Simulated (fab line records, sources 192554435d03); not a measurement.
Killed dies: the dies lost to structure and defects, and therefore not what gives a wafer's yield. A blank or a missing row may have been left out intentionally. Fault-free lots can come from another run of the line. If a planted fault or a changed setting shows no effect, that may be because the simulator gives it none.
fab line records	flow n5Finfet	part 1 of 2: steps 1 to 22 of 35
[record] lots = 5	wafers = 15	lastDay = 16
route steps=1938 shown BEOL_M14@1770 BEOL_M15@1773
lots untouched by any fault: they come from a run of this same line in which no faults occurred
startH: hours from the record's opening day to when the first of the lot's shown wafers began	waitH: how many hours have passed since the lot's step before this one	" repeats the value in the row above	L1.1+2: a single row standing in for several wafers	- either no value or no given start	* or withheld: withheld	< > ~ a bound
route shown NAME@n: a module of which the file shows steps, and the number in the route of the first	usual: the fault-free wafers' mean and standard deviation	same: alike in all rows	chamber/n: place in a boat	sites: per-site readings	_std_site: standard deviation across them	_edge_site: inner sites' mean taken away from outer sites' mean	radiusMm: for every site, how far away it sits from the centre of the wafer	mask NAME#n: copy n	behind: the last tool/chamber to shape the wafer	hold: why the lot went on hold/how many hours it stayed there/how the hold came to an end	device: the n, p or np transistor that did not switch	end of line: the same wafers' tests at the end of the route	step lacking rows: just its recipe	killed: count of dies lost to structure and defects at first sort (not the wafer's yield)	map: a wafer's dies, marking killed ones x, the rest . and places with no die _
set.NAME: the setting the step ran with; set.NAME@STEP: the setting that earlier step ran with	model.NAME: the simulator's own value behind a step, which no gauge read
a table for each step, a row for each wafer; lots at some steps of the route
services: when a tool's chamber went out of use (startH, in hours from the record's first day, below 0 if earlier), for how many hours, and the reason
[[steps]]
[step N5_BEOL_M14_DEP_53]
[recipe] material = SiCN	targetThkA = 500	tempC = withheld	precursor = 3MS/NH3	pressureTorr = 3	rfW = 675	timeS = 17.8
[usual] rfFwdPowerW = 665.1/2.4	showerheadPlenumPTorr = 4.167/0.025	throttleValvePct = 18.1/0.97
[same] timeS = 17.8
lot.wafer	tool	chamber	startH	waitH	rfFwdPowerW	showerheadPlenumPTorr	throttleValvePct
L074.2	pecvd-02	0	288.71	0.0	667.7	4.174	18.8
L074.4	"	2	"	"	660.3	4.182	18.5
L074.5	"	0	"	"	668.3	4.175	18.4
L075.1	pecvd-02	2	320.16	0.0	662.2	4.177	18.5
L075.3	"	0	"	"	663.9	4.178	18.5
L075.5	"	0	"	"	665.2	4.166	18.7
L080.2	pecvd-01	0	341.78	0.0	670.7	4.176	17.4
L080.3	"	2	"	"	667.5	4.176	16.4
L080.5	"	1	"	"	663.0	4.222	20.0
L082.1	pecvd-02	0	358.85	0.0	663.5	4.173	18.6
L082.2	"	2	"	"	662.3	4.176	18.5
L082.5	"	0	"	"	666.1	4.174	18.7
L087.3	pecvd-03	2	371.20	0.0	664.7	4.191	16.5
L087.4	"	1	"	"	666.8	4.143	19.0
L087.6	"	0	"	"	667.2	4.149	18.8
[step N5_BEOL_M14_RS_MEAS_54]
[recipe] thkMeasGauge = four-point-probe	reads = Cu_of_BEOL_M14_ECD_47+Ta_of_BEOL_M14_SPUTTER_44+TaN_of_BEOL_M14_SPUTTER_43
[usual] M14_RS = 0.0337/0.00052
lot.wafer	tool	chamber	startH	waitH	M14_RS[ohm/sq]
L074.2	filmMetro-02	-	288.78	0.1	0.0332
L074.4	"	-	"	"	0.0327
L074.5	"	-	"	"	0.0329
L075.1	filmMetro-02	-	320.23	0.0	0.0335
L075.3	"	-	"	"	0.0336
L075.5	"	-	"	"	0.0333
L080.2	filmMetro-02	-	341.85	0.1	0.0343
L080.3	"	-	"	"	0.0338
L080.5	"	-	"	"	0.0345
L082.1	filmMetro-02	-	358.93	0.1	0.0336
L082.2	"	-	"	"	0.0333
L082.5	"	-	"	"	0.0334
L087.3	filmMetro-02	-	371.27	0.1	0.0343
L087.4	"	-	"	"	0.0335
L087.6	"	-	"	"	0.0335
[step N5_BEOL_M14_INSPECT_55]
[recipe] inspectInstrument = darkfield	mode = postDep
[usual] rawDefectCount = 67/20
lot.wafer	tool	chamber	startH	waitH	rawDefectCount
L074.2	defectInspect-02	-	288.81	0.0	113
L074.4	"	-	"	"	84
L074.5	"	-	"	"	78
L075.1	defectInspect-01	-	320.25	0.0	88
L075.3	"	-	"	"	56
L075.5	"	-	"	"	48
L080.2	defectInspect-02	-	341.87	0.0	66
L080.3	"	-	"	"	43
L080.5	"	-	"	"	58
L082.1	defectInspect-02	-	358.96	0.0	45
L082.2	"	-	"	"	49
L082.5	"	-	"	"	41
L087.3	defectInspect-01	-	371.30	0.0	49
L087.4	"	-	"	"	54
L087.6	"	-	"	"	40
[step N5_BEOL_M15_ILD_DEP_00]
[recipe] material = SiO2	targetThkA = 16293	tempC = 400	precursor = TEOS/O2	pressureTorr = 6.5	rfW = 900	teosFlowSccm = 161.4	gas = O2	flowSccm = 2650	timeS = 346.1
[usual] heaterPowerW = 564/110	rfFwdPowerW = 898.1/2.7	showerheadPlenumPTorr = 8.37/0.049	throttleValvePct = 18.6/1.1
[same] timeS = 346.1
lot.wafer	tool	chamber	startH	waitH	heaterPowerW	rfFwdPowerW	showerheadPlenumPTorr	throttleValvePct
L074.2	pecvd-04	2	288.84	0.0	775	899.7	8.39	18.0
L074.4	"	1	"	"	568	897.3	8.28	17.5
L074.5	"	2	"	"	638	891.2	8.40	18.1
L075.1	pecvd-04	0	320.29	0.0	522	897.1	8.40	19.4
L075.3	"	1	"	"	600	899.0	8.28	18.0
L075.5	"	2	"	"	818	899.6	8.40	18.3
L080.2	pecvd-01	1	341.91	0.0	514	899.8	8.47	20.5
L080.3	"	2	"	"	580	900.4	8.41	17.1
L080.5	"	0	"	"	492	898.1	8.37	17.7
L082.1	pecvd-04	2	359.00	0.0	677	902.1	8.39	18.1
L082.2	"	1	"	"	532	899.4	8.29	17.7
L082.5	"	1	"	"	580	895.5	8.29	18.0
L087.3	pecvd-01	0	371.33	0.0	538	896.6	8.36	18.1
L087.4	"	1	"	"	394	899.4	8.47	20.7
L087.6	"	0	"	"	644	900.5	8.36	18.0
[step N5_BEOL_M15_THK_MEAS_01]
[recipe] reads = SiO2_of_BEOL_M15_ILD_DEP_00
[usual] M15_ILD_THK = 1638/23
lot.wafer	tool	chamber	startH	waitH	M15_ILD_THK[nm]
L074.2	filmMetro-01	-	289.09	0.1	1644
L074.4	"	-	"	"	1672
L074.5	"	-	"	"	1649
L075.1	filmMetro-01	-	320.54	0.1	1649
L075.3	"	-	"	"	1651
L075.5	"	-	"	"	1666
L080.2	filmMetro-01	-	342.16	0.1	1594
L080.3	"	-	"	"	1602
L080.5	"	-	"	"	1639
L082.1	filmMetro-01	-	359.25	0.1	1616
L082.2	"	-	"	"	1628
L082.5	"	-	"	"	1660
L087.3	filmMetro-02	-	371.58	0.1	1616
L087.4	"	-	"	"	1619
L087.6	"	-	"	"	1649
[step N5_BEOL_M15_COAT_58]
[recipe] resist = BARC	tempC = 205	timeS = 60	spinRpm = 1500	resistThkNm = 89
[same] timeS = 60
lot.wafer	tool	chamber	startH	waitH
L074.2+4+5	lithoTrack-01	0	289.13	0.0
L075.1+3+5	lithoTrack-01	0	320.57	0.0
L080.2+3+5	lithoTrack-01	0	342.19	0.0
L082.1+2+5	lithoTrack-05	0	359.28	0.0
L087.3+4+6	lithoTrack-03	0	371.61	0.0
[step N5_BEOL_M15_COAT_04]
[recipe] spinRpm = 1704	resistThkNm = 800
lot.wafer	tool	chamber	startH	waitH
L074.2+4+5	lithoTrack-01	0	-	-
L075.1+3+5	lithoTrack-01	0	-	-
L080.2+3+5	lithoTrack-01	0	-	-
L082.1+2+5	lithoTrack-05	0	-	-
L087.3+4+6	lithoTrack-03	0	-	-
[step N5_BEOL_M15_EBR_06]
[recipe] solvent = PGMEA	ebrWidthMm = 1.5
lot.wafer	tool	chamber	startH	waitH
L074.2+4+5	lithoTrack-01	0	-	-
L075.1+3+5	lithoTrack-01	0	-	-
L080.2+3+5	lithoTrack-01	0	-	-
L082.1+2+5	lithoTrack-05	0	-	-
L087.3+4+6	lithoTrack-03	0	-	-
[step N5_BEOL_M15_SOFTBAKE_05]
[recipe] tempC = 130	timeS = 60
[same] timeS = 60
lot.wafer	tool	chamber	startH	waitH
L074.2+4+5	lithoTrack-01	0	-	-
L075.1+3+5	lithoTrack-01	0	-	-
L080.2+3+5	lithoTrack-01	0	-	-
L082.1+2+5	lithoTrack-05	0	-	-
L087.3+4+6	lithoTrack-03	0	-	-
[step N5_BEOL_M15_EXPOSE_07]
[recipe] maskId = V14	na = 0.8	sourceShape = annular	sigmaInner = 0.5	sigmaOuter = 0.8	polarization = unpolarized	attpsmPhaseDeg = 180	doseMj = 41.25
lot.wafer	tool	chamber	startH	waitH	mask
L074.2+4+5	krfScanner-01	0	289.23	-	V14#0
L075.1+3+5	krfScanner-01	0	320.67	-	V14#0
L080.2+3+5	krfScanner-02	0	342.42	-	V14#0
L082.1+2+5	krfScanner-01	0	359.38	-	V14#0
L087.3+4+6	krfScanner-02	0	371.85	-	V14#0
[step N5_BEOL_M15_PEB_08]
[recipe] pebTempC = 130	pebTimeS = 90
lot.wafer	tool	chamber	startH	waitH
L074.2+4+5	lithoTrack-01	0	289.28	0.0
L075.1+3+5	lithoTrack-05	0	320.73	0.1
L080.2+3+5	lithoTrack-01	0	342.47	0.0
L082.1+2+5	lithoTrack-05	0	359.44	0.1
L087.3+4+6	lithoTrack-03	0	371.90	0.0
[step N5_BEOL_M15_DEVELOP_09]
[recipe] developTimeS = 45	rinseLiquid = diw	dry = airSpin	devTempC = 21
lot.wafer	tool	chamber	startH	waitH
L074.2+4+5	lithoTrack-01	0	-	-
L075.1+3+5	lithoTrack-05	0	-	-
L080.2+3+5	lithoTrack-01	0	-	-
L082.1+2+5	lithoTrack-05	0	-	-
L087.3+4+6	lithoTrack-03	0	-	-
[step N5_BEOL_M15_HARDBAKE_14]
[recipe] tempC = 130	timeS = 120
[same] timeS = 120
lot.wafer	tool	chamber	startH	waitH
L074.2+4+5	lithoTrack-01	0	-	-
L075.1+3+5	lithoTrack-05	0	-	-
L080.2+3+5	lithoTrack-01	0	-	-
L082.1+2+5	lithoTrack-05	0	-	-
L087.3+4+6	lithoTrack-03	0	-	-
[step N5_BEOL_M15_CD_MEAS_10]
[recipe] targetCdNm = 360	landingEnergyEv = 500	detector = seInlens	polarity = opening
[usual] cdNm = 361.6/1.5
lot.wafer	tool	chamber	startH	waitH	cdNm
L074.2	cdSem-02	0	289.40	-	361.1
L074.4	"	0	"	"	360.0
L074.5	"	0	"	"	359.3
L075.1	cdSem-02	0	320.84	-	360.1
L075.3	"	0	"	"	362.9
L075.5	"	0	"	"	360.4
L080.2	cdSem-03	0	342.59	-	362.2
L080.3	"	0	"	"	360.8
L080.5	"	0	"	"	359.0
L082.1	cdSem-03	0	359.55	-	364.0
L082.2	"	0	"	"	362.5
L082.5	"	0	"	"	364.0
L087.3	cdSem-01	0	372.01	-	359.5
L087.4	"	0	"	"	361.4
L087.6	"	0	"	"	364.8
[step N5_BEOL_M15_OVL_MEAS_11]
[recipe] pointsPerWafer = 44
[usual] V14_OVL = -1/5.3
lot.wafer	tool	chamber	startH	waitH	V14_OVL[nm]
L074.2	overlay-01	0	289.43	0.0	-1
L074.4	"	0	"	"	-7
L074.5	"	0	"	"	4
L075.1	overlay-01	0	320.88	0.0	4
L075.3	"	0	"	"	1
L075.5	"	0	"	"	2
L080.2	overlay-02	0	342.62	0.0	-3
L080.3	"	0	"	"	-11
L080.5	"	0	"	"	-6
L082.1	overlay-01	0	359.58	0.0	1
L082.2	"	0	"	"	5
L082.5	"	0	"	"	10
L087.3	overlay-01	0	372.04	0.0	3
L087.4	"	0	"	"	-6
L087.6	"	0	"	"	-13
[step N5_BEOL_M15_INSPECT_12]
[recipe] mode = adi	inspectInstrument = macro
[usual] rawDefectCount = 2.0/1.5
lot.wafer	tool	chamber	startH	waitH	rawDefectCount
L074.2	defectInspect-01	-	289.45	0.0	3
L074.4	"	-	"	"	3
L074.5	"	-	"	"	0
L075.1	defectInspect-01	-	320.90	0.0	3
L075.3	"	-	"	"	2
L075.5	"	-	"	"	2
L080.2	defectInspect-02	-	342.64	0.0	1
L080.3	"	-	"	"	1
L080.5	"	-	"	"	2
L082.1	defectInspect-02	-	359.60	0.0	2
L082.2	"	-	"	"	0
L082.5	"	-	"	"	1
L087.3	defectInspect-01	-	372.07	0.0	1
L087.4	"	-	"	"	2
L087.6	"	-	"	"	1
[step N5_BEOL_M15_DESCUM_15]
[recipe] chemistry = O2	timeS = 7.9	sourcePowerW = 50	biasPowerW = 20	pressureMtorr = 20	rfFrequencyHz = 2.712e+07	tempC = 40	o2FlowSccm = 225
[usual] chamberPressureMTorr = 19.997/0.016	drypumpMotorCurrentA = 5.8/0.48	oesProductAu = 0.80/0.075	rfFwdPowerW = 49.38/0.22	rfVppV = 243.2/1.7	showerheadPlenumPTorr = 2.09/0.092	throttleValvePct = 20.5/0.33
[same] timeS = 7.9
lot.wafer	tool	chamber	startH	waitH	chamberPressureMTorr	drypumpMotorCurrentA	oesProductAu	rfFwdPowerW	rfHoursCounterH	rfVppV	showerheadPlenumPTorr	throttleValvePct
L074.2	rieDiel-06	0	289.49	0.0	19.997	5.2	0.73	49.16	161	239.8	1.92	20.7
L074.4	"	2	"	"	20.027	6.1	0.86	49.26	49	243.3	2.13	20.6
L074.5	"	0	"	"	19.981	5.2	0.73	49.41	-	239.6	1.92	20.7
L075.1	rieDiel-02	2	320.93	0.0	19.963	5.3	0.77	49.56	162	241.9	2.01	20.5
L075.3	"	1	"	"	20.009	6.5	0.82	49.54	68	245.0	2.21	20.3
L075.5	"	1	"	"	20.018	6.6	0.83	49.74	-	245.5	2.21	20.3
L080.2	rieDiel-05	2	342.67	0.0	20.024	6.0	0.72	49.29	191	243.6	2.16	20.9
L080.3	"	1	"	"	20.003	5.6	0.94	49.27	19	243.9	2.14	20.2
L080.5	"	0	"	"	19.996	5.8	0.89	49.16	-	241.5	2.03	20.3
L082.1	rieDiel-02	0	359.64	0.0	19.978	6.1	0.87	49.16	37	243.9	2.12	19.7
L082.2	"	3	"	"	20.001	5.2	0.82	49.08	93	243.4	2.10	20.7
L082.5	"	0	"	"	20.000	6.1	0.87	49.30	-	243.6	2.12	19.7
L087.3	rieDiel-02	1	372.10	0.0	19.960	6.5	0.80	49.63	84	245.2	2.21	20.4
L087.4	"	0	"	"	19.975	6.1	0.86	49.11	41	243.8	2.11	19.7
L087.6	"	1	"	"	19.975	6.5	0.79	49.83	-	245.8	2.21	20.4
[step N5_BEOL_M15_ETCH_59]
[recipe] chemistry = N2/H2	target = BARC	targetDepthA = 890	overetchA = 267	timeS = 67.9	ionEnergyEv = 200	pressureMtorr = 30	sourceW = 840	biasW = 150	n2FlowSccm = 200	h2FlowSccm = 200
[usual] chamberPressureMTorr = 29.996/0.026	drypumpMotorCurrentA = 5.8/0.47	oesProductAu = 0.69/0.06	rfFwdPowerW = 833/3.2	rfVppV = 524/3.2	showerheadPlenumPTorr = 2.54/0.11	throttleValvePct = 17.96/0.28
[same] timeS = 67.9
lot.wafer	tool	chamber	startH	waitH	chamberPressureMTorr	drypumpMotorCurrentA	oesProductAu	rfFwdPowerW	rfHoursCounterH	rfVppV	showerheadPlenumPTorr	throttleValvePct
L074.2	rieDiel-06	0	289.52	0.0	29.996	5.2	0.63	835	161	518	2.34	18.16
L074.4	"	2	"	"	30.058	6.1	0.74	837	49	525	2.59	17.98
L074.5	"	0	"	"	30.016	5.2	0.63	834	-	518	2.34	18.15
L075.1	rieDiel-02	2	320.97	0.0	29.942	5.3	0.65	832	162	521	2.43	17.92
L075.3	"	1	"	"	29.979	6.5	0.71	834	68	527	2.69	17.89
L075.5	"	1	"	"	29.977	6.6	0.69	835	-	527	2.69	17.90
L080.2	rieDiel-05	2	342.71	0.0	29.959	6.0	0.62	839	191	526	2.64	18.45
L080.3	"	1	"	"	30.003	5.6	0.79	834	19	526	2.61	17.75
L080.5	"	0	"	"	29.960	5.8	0.75	835	-	522	2.47	17.83
L082.1	rieDiel-02	0	359.67	0.0	29.992	6.1	0.74	832	37	526	2.60	17.45
L082.2	"	3	"	"	30.015	5.3	0.71	829	93	524	2.57	18.30
L082.5	"	0	"	"	29.988	6.1	0.73	833	-	525	2.60	17.44
L087.3	rieDiel-02	1	372.13	0.0	30.003	6.6	0.69	834	84	527	2.69	17.91
L087.4	"	0	"	"	30.041	6.2	0.74	830	41	526	2.60	17.44
L087.6	"	1	"	"	30.014	6.6	0.68	837	-	528	2.69	17.91
[step N5_BEOL_M15_VIA_ETCH_16]
[recipe] chemistry = C4F8/O2/Ar	target = SiO2	heInnerTorr = 15	heOuterTorr = 30	targetDepthA = 17922	timeS = withheld	ionEnergyEv = 800	pressureMtorr = 20	sourceW = 1905	biasW = 2040	Ar_flow_sccm = 400	C4F8_flow_sccm = 16	O2_flow_sccm = 12	ends = cleared
[usual] O2_flow_sccm = 12.00/0.035	chamberPressureMTorr = 19.998/0.017	drypumpMotorCurrentA = 5.8/0.48	oesProductAu = 0.73/0.067	rfFwdPowerW = 1902/5.9	rfVppV = 2244/34	showerheadPlenumPTorr = 3.44/0.14	throttleValvePct = 31.0/0.31
lot.wafer	tool	chamber	startH	waitH	O2_flow_sccm	chamberPressureMTorr	drypumpMotorCurrentA	oesProductAu	rfFwdPowerW	rfVppV	showerheadPlenumPTorr	throttleValvePct
L074.2	rieDiel-06	0	289.57	0.0	12.00	19.996	5.2	0.66	1894	2205	3.16	31.1
L074.4	"	2	"	"	12.01	20.024	6.1	0.78	1906	2251	3.47	31.0
L074.5	"	0	"	"	12.01	20.015	5.2	0.67	1903	2205	3.16	31.1
L075.1	rieDiel-02	2	321.02	0.0	12.04	19.981	5.3	0.68	1895	2277	3.31	31.0
L075.3	"	1	"	"	12.01	20.006	6.5	0.74	1895	2287	3.60	30.7
L075.5	"	1	"	"	11.98	20.026	6.6	0.74	1889	2287	3.60	30.7
L080.2	rieDiel-05	2	342.76	0.0	11.97	19.994	6.0	0.65	1896	2204	3.55	31.4
L080.3	"	1	"	"	12.00	19.989	5.7	0.84	1904	2233	3.52	30.8
L080.5	"	0	"	"	12.00	20.008	5.8	0.79	1899	2218	3.37	31.1
L082.1	rieDiel-02	0	359.73	0.0	11.98	20.004	6.1	0.80	1903	2222	3.51	30.4
L082.2	"	3	"	"	12.04	20.013	5.3	0.75	1897	2227	3.47	31.4
L082.5	"	0	"	"	11.96	19.998	6.1	0.80	1902	2222	3.51	30.4
L087.3	rieDiel-02	1	372.18	0.0	12.06	20.010	6.6	0.73	1903	2287	3.59	30.7
L087.4	"	0	"	"	12.01	20.039	6.2	0.78	1898	2222	3.51	30.4
L087.6	"	1	"	"	11.98	19.988	6.6	0.72	1912	2287	3.59	30.7
[step N5_BEOL_M15_STRIP_63]
[recipe] chemistry = O2	powerW = 600	tempC = 60	pressureMtorr = 30	rfFrequencyHz = 6e+07	biasPowerW = 0	overashFraction = 0.3	o2FlowSccm = 225
[usual] chamberPressureMTorr = 30.00/0.043	drypumpMotorCurrentA = 5.8/0.48	oesProductAu = 0.80/0.076	rfVppV = 3.8/0.76	showerheadPlenumPTorr = 2.09/0.092	throttleValvePct = 16.7/0.33
[same] overashFraction = 0.3
lot.wafer	tool	chamber	startH	waitH	chamberPressureMTorr	drypumpMotorCurrentA	oesProductAu	rfHoursCounterH	rfVppV	showerheadPlenumPTorr	throttleValvePct
L074.2	rieDiel-06	0	-	-	30.00	5.2	0.73	161	3.2	1.92	17.0
L074.4	"	2	"	"	29.99	6.1	0.87	49	4.4	2.13	16.8
L074.5	"	0	"	"	29.99	5.2	0.72	-	2.9	1.92	17.0
L075.1	rieDiel-02	2	-	-	29.98	5.3	0.76	162	4.5	2.01	16.8
L075.3	"	1	"	"	30.00	6.6	0.82	68	4.0	2.22	16.6
L075.5	"	1	"	"	30.03	6.6	0.83	-	4.4	2.22	16.6
L080.2	rieDiel-05	2	-	-	29.99	6.0	0.72	191	2.9	2.16	17.1
L080.3	"	1	"	"	30.06	5.6	0.94	19	4.0	2.14	16.4
L080.5	"	0	"	"	29.90	5.9	0.88	-	2.9	2.04	16.5
L082.1	rieDiel-02	0	-	-	30.03	6.2	0.86	37	3.4	2.12	16.0
L082.2	"	3	"	"	30.06	5.2	0.83	93	2.0	2.10	16.9
L082.5	"	0	"	"	29.92	6.1	0.87	-	4.8	2.12	16.0
L087.3	rieDiel-02	1	-	-	29.93	6.6	0.81	84	4.3	2.21	16.6
L087.4	"	0	"	"	30.04	6.2	0.87	41	3.5	2.12	16.0
L087.6	"	1	"	"	29.92	6.5	0.80	-	4.1	2.21	16.6
[step N5_BEOL_M15_STRIP_64]
[recipe] chemistry = O2	powerW = 600	tempC = 60	pressureMtorr = 30	rfFrequencyHz = 6e+07	biasPowerW = 0	overashFraction = 0.3	o2FlowSccm = 225
[usual] chamberPressureMTorr = 29.999/0.027	drypumpMotorCurrentA = 5.8/0.48	oesProductAu = 0.80/0.075	rfVppV = 3.6/0.43	showerheadPlenumPTorr = 2.09/0.092	throttleValvePct = 16.7/0.33
[same] overashFraction = 0.3
lot.wafer	tool	chamber	startH	waitH	chamberPressureMTorr	drypumpMotorCurrentA	oesProductAu	rfHoursCounterH	rfVppV	showerheadPlenumPTorr	throttleValvePct
L074.2	rieDiel-06	0	-	-	30.030	5.3	0.73	161	3.5	1.92	17.0
L074.4	"	2	"	"	30.022	6.1	0.87	49	3.5	2.13	16.8
L074.5	"	0	"	"	30.064	5.2	0.73	-	3.8	1.92	17.0
L075.1	rieDiel-02	2	-	-	29.990	5.3	0.76	162	3.3	2.01	16.8
L075.3	"	1	"	"	30.034	6.5	0.83	68	3.3	2.22	16.6
L075.5	"	1	"	"	30.021	6.5	0.83	-	3.5	2.22	16.6
L080.2	rieDiel-05	2	-	-	29.968	6.0	0.72	191	3.5	2.16	17.2
L080.3	"	1	"	"	30.005	5.6	0.95	19	3.9	2.14	16.4
L080.5	"	0	"	"	29.973	5.8	0.88	-	3.5	2.04	16.5
L082.1	rieDiel-02	0	-	-	29.977	6.2	0.86	37	3.2	2.12	16.0
L082.2	"	3	"	"	30.019	5.2	0.82	93	4.5	2.10	16.9
L082.5	"	0	"	"	29.975	6.2	0.87	-	3.3	2.12	16.0
L087.3	rieDiel-02	1	-	-	29.995	6.6	0.81	84	3.5	2.21	16.6
L087.4	"	0	"	"	30.011	6.1	0.86	41	3.8	2.12	16.0
L087.6	"	1	"	"	30.011	6.6	0.81	-	4.1	2.21	16.6
[step N5_BEOL_M15_STRIP_65]
[recipe] chemistry = postEtchResidueRemover	timeS = 60	tempC = 25	removerPh = withheld	removerWaterWtPct = withheld	removerFluorideWtPct = withheld
[same] timeS = 60
lot.wafer	tool	chamber	startH	waitH
L074.2+4+5	wetBench-03	5,0,6	289.92	-
L075.1+3+5	wetBench-05	0,5,6	321.37	-
L080.2+3+5	wetBench-05	6,7,1	343.11	-
L082.1+2+5	wetBench-03	1,4,5	360.08	-
L087.3+4+6	wetBench-06	2,6,5	372.54	-
